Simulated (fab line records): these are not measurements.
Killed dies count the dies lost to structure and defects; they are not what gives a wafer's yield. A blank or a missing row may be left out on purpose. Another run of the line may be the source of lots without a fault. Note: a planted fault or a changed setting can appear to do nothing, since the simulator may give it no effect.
A struck lot beside a sound one | flow nand_harc | 24 out of 1302 route steps
Sound: wafers L287.1, L287.2, L287.4. Wafers L289.1, L289.3, L289.4 were the ones struck. The cause is named last.
For every step that has rows: the tool of each side, followed by ch and its chambers, followed by its first start. Under that, the readings that differ: sound wafers | struck wafers | difference of the means | sigmas: that difference in standard deviations of wafers without a fault.
alike: readings with means less than 2 such deviations apart, plus words and numbers identical on both sides. not compared: withheld readings, readings lacking a value on some wafer, bounds such as >300 that could conceal the same value, and numbers that have no deviation in the record and whose values overlap.
Wherever a step has rows on one side only, a row that says differs or no value, or a row with sigmas, the two part there. Non-overlapping numbers with no deviation appear without sigmas and do not part them. A reading missing from all wafers of one side parts the sides only when that side holds two or more wafers.

first, 2 steps without rows for these wafers: NHARC_A_CHANNEL_HOLE_D1_ETCH_34 (etches the open film in CF4/CHF3, target depth 154 nm, time 77 s); NHARC_A_CHANNEL_HOLE_D1_ETCH_16 (etches the open film in O2/COS, target depth 3100 nm, time 806 s).
NHARC_A_CHANNEL_HOLE_D1_CD_MEAS_18:
  sound on cd_sem-01, day 13 02:59; struck on cd_sem-01, day 14 10:58
  alike: cd_nm
then, 2 steps without rows for these wafers: NHARC_A_CHANNEL_HOLE_D1_ETCH_19 (etches the open film in C4F8/O2/Ar, time 34.5 s); NHARC_A_CHANNEL_HOLE_D1_ETCH_20 (etches the open film in C4F8/O2/Ar, time 361.9 s, target depth 1600 nm).
NHARC_A_CHANNEL_HOLE_D1_ETCH_21: etches the open film in C4F8/O2/Ar, time 514.3 s, target depth 1600 nm.
  sound on har_etch-02 ch 0,1, day 13 03:51; struck on har_etch-01 ch 0,1, day 14 11:28
  alike: chamber_pressure_mTorr, drypump_motor_current_A, showerhead_plenum_p_Torr, throttle_valve_pct
  not compared: rf_hours_counter_h
NHARC_A_CHANNEL_HOLE_D1_ETCH_22: etches the open film in C4F8/O2/Ar, time 666.7 s, target depth 1600 nm.
  sound on har_etch-02 ch 0,1, day 13 04:17; struck on har_etch-01 ch 0,1, day 14 11:55
  alike: chamber_pressure_mTorr, drypump_motor_current_A, showerhead_plenum_p_Torr, throttle_valve_pct
  not compared: rf_hours_counter_h
then, 3 steps without rows for these wafers: NHARC_A_CHANNEL_HOLE_D1_ETCH_23 (etches the open film in C4F8/O2/Ar, time 819 s, target depth 1600 nm); NHARC_A_CHANNEL_HOLE_D1_ETCH_24 (etches the open film in C4F8/O2/Ar, time 906.2 s, target depth 1500 nm); NHARC_A_CHANNEL_HOLE_D1_ETCH_25 (etches the open film in C4F8/O2/Ar, time 1040.2 s, target depth 1500 nm).
NHARC_A_CHANNEL_HOLE_D1_ETCH_26: etches the open film in C4F8/O2/Ar, time 224.1 s, target depth 300 nm.
  sound on har_etch-02 ch 0,1, day 13 07:11; struck on har_etch-01 ch 0,1, day 14 14:50
  alike: chamber_pressure_mTorr, drypump_motor_current_A, showerhead_plenum_p_Torr, throttle_valve_pct
  not compared: rf_hours_counter_h
NHARC_A_CHANNEL_HOLE_D1_ETCH_33: etches the open film in C4F8/O2/Ar, time 90 s, target depth 400 nm.
  sound on har_etch-02 ch 0,1, day 13 07:23; struck on har_etch-01 ch 0,1, day 14 15:02
  alike: chamber_pressure_mTorr, drypump_motor_current_A, rf_fwd_power_W, showerhead_plenum_p_Torr, throttle_valve_pct
  not compared: rf_hours_counter_h
NHARC_A_CHANNEL_HOLE_D1_STRIP_41: strips in N2/H2.
  sound on rie_diel-01 ch 0,1,2, day 13 07:55; struck on rie_diel-01 ch 0,1,2, day 14 15:34
then, 6 steps without rows for these wafers: NHARC_A_CHANNEL_HOLE_D1_STRIP_42 (strips in CF4/CHF3); NHARC_A_CHANNEL_HOLE_D1_STRIP_43 (strips in O2/COS); NHARC_A_CHANNEL_HOLE_D1_ETCH_44 (etches the open film in CF4/O2, target depth 140 nm, overetch 14 nm, time 77 s); NHARC_A_CHANNEL_HOLE_D1_STRIP_27 (strips in O2); NHARC_A_CHANNEL_HOLE_D1_PRECLEAN_28 (cleans in SC1); NHARC_A_CHANNEL_HOLE_D1_SRD_29.
NHARC_A_CHANNEL_HOLE_D1_CD_MEAS_30:
  sound on cd_sem-03, day 13 08:58; struck on cd_sem-02, day 14 16:35
  alike: cd_nm
NHARC_A_CHANNEL_HOLE_D1_XSEM_31:
  sound on xsem-02 ch 0, day 13 09:03; struck on xsem-01 ch 0, day 14 16:40
  reading            | sound          | struck         | difference | sigmas
  tilt_deg (degrees) | 0.15 0.15 0.15 | 0.05 0.05 0.05 | -0.10      | -2
  alike: bot_cd_nm, bow_nm
NHARC_A_CHANNEL_HOLE_D1_INSPECT_40:
  sound on defect_inspect-01, day 13 09:09; struck on defect_inspect-01, day 14 16:46
  reading          | sound      | struck         | difference | sigmas
  raw_defect_count | 103 123 94 | 1284 1276 1263 | +1168      | +40
then, 1 step without rows for these wafers: NHARC_A_CHANNEL_FILL_D1_PRECLEAN_00 (cleans in SC1).
-- the record jumps here: 15 days lie between the struck wafers' starts before and after (it left off in module A_CHANNEL_FILL_D1 and takes up again in module END, whose first step shown is number 1302 of the route) --
NHARC_END_SORT_01:
  here the record holds rows for the struck wafers (prober-02 ch 0, day 29 18:24) but none for the sound ones

== WHERE THEY PART ==
At NHARC_A_CHANNEL_HOLE_D1_XSEM_31 first; at NHARC_END_SORT_01 last (within this record only).

WHY: the cause the simulator had injected
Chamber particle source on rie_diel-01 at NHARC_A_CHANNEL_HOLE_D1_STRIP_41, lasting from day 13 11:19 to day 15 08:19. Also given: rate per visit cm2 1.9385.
